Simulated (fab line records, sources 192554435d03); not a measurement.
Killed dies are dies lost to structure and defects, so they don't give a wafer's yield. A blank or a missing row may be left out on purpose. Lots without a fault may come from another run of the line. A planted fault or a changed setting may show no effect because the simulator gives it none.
A struck lot beside a sound one | flow n5_finfet | 13 steps out of a route of 1938
Sound: wafers L130.4, L130.5, L130.6. Struck: wafers L126.1, L126.2, L126.5. The cause comes at the end.
At each step with rows: each side's tool, then ch and its chambers, then its first start. Under that, the readings that differ: sound wafers | struck wafers | difference of the means | sigmas: that difference in standard deviations of wafers without a fault.
alike: readings whose means differ by less than 2 such deviations, and words and numbers that are the same on both sides. not compared: withheld readings, readings that some wafer has no value for, bounds like >300 that may hide the same value, and numbers for which the record gives no deviation and whose values overlap.
The two part at a step that has a row with sigmas, a row that says differs or no value, or rows on one side only. Numbers that don't overlap but have no deviation are shown without sigmas and don't part them. A reading that every wafer of one side lacks parts them only if that side has two wafers or more.

first, 9 steps without rows for these wafers: N5_MOL_CONTACT_COAG_EBR_36; N5_MOL_CONTACT_COAG_SOFTBAKE_35 (time 60 s); N5_MOL_CONTACT_COAG_EXPOSE_37 (exposes mask VD, defocus 0 nm); N5_MOL_CONTACT_COAG_PEB_38 (peb time 60 s); N5_MOL_CONTACT_COAG_DEVELOP_39 (develop time 30 s); N5_MOL_CONTACT_COAG_DESCUM_45 (chemistry O2, time 7 s); N5_MOL_CONTACT_COAG_ETCH_65 (etches underlayer in N2/H2, target depth 13 nm, time 10.4 s); N5_MOL_CONTACT_COAG_ETCH_66 (etches SiARC in CF4, target depth 13 nm, time 21.7 s); N5_MOL_CONTACT_COAG_ALD_133 (deposits SiO2, target thk 5 nm, pulse time 1 s, co reactant pulse time 1 s).
N5_MOL_CONTACT_COAG_ETCHBACK_134: etches SiO2 in CHF3, target depth 10 nm, time 6.7 s.
  sound on rie_diel-02 ch 0,1, day 9 15:08; struck on rie_diel-06 ch 2,3, day 8 13:44
  reading                                               | sound          | struck         | difference | sigmas
  oes_product_au (a.u.)                                 | 0.77 0.81 0.78 | 0.95 0.89 0.89 | +0.12      | +2
  model.CAR-EUV_of_MOL_CONTACT_COAG_COAT_34.thk_nm (nm) | 15.4 15.6 15.4 | 14.8 14.8 14.8 | -0.7       |
  alike: drypump_motor_current_A, rf_fwd_power_W, rf_vpp_V, showerhead_plenum_p_Torr, throttle_valve_pct
  not compared: rf_hours_counter_h
then, 1 step without rows for these wafers: N5_MOL_CONTACT_COAG_ETCH_67 (etches SOC in N2/H2, target depth 60 nm, overetch 21 nm, time 101.2 s).
-- the record jumps here: 3 days lie between the struck wafers' starts before and after (it left off in module MOL_CONTACT_COAG and takes up again in module BEOL_M4, whose first step shown is number 1111 of the route) --
N5_BEOL_M4_RC_MEAS_101:
  sound on prober-02 ch 0, day 13 05:45; struck on prober-01 ch 0, day 11 21:16
  alike: DIBL_N, DIBL_P, IOFF_N, IOFF_P, ION_N, ION_P, SS_N, SS_P, VT_N, VT_P
-- the record jumps here: 5 days lie between the struck wafers' starts before and after (it left off in module BEOL_M4 and takes up again in module PASSIVATION, whose first step shown is number 1936 of the route) --
N5_PASSIVATION_PROBE_49:
  the record has rows for the struck wafers here (prober-01, day 16 13:04) and none for the sound ones

WHERE THEY PART
First at N5_MOL_CONTACT_COAG_ETCHBACK_134; last, within this record, at N5_PASSIVATION_PROBE_49.

WHY: what the simulator had put in
Process parameter drift: rie_diel-06, from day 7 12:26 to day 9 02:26, at N5_MOL_CONTACT_COAG_ETCHBACK_134. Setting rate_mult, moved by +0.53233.
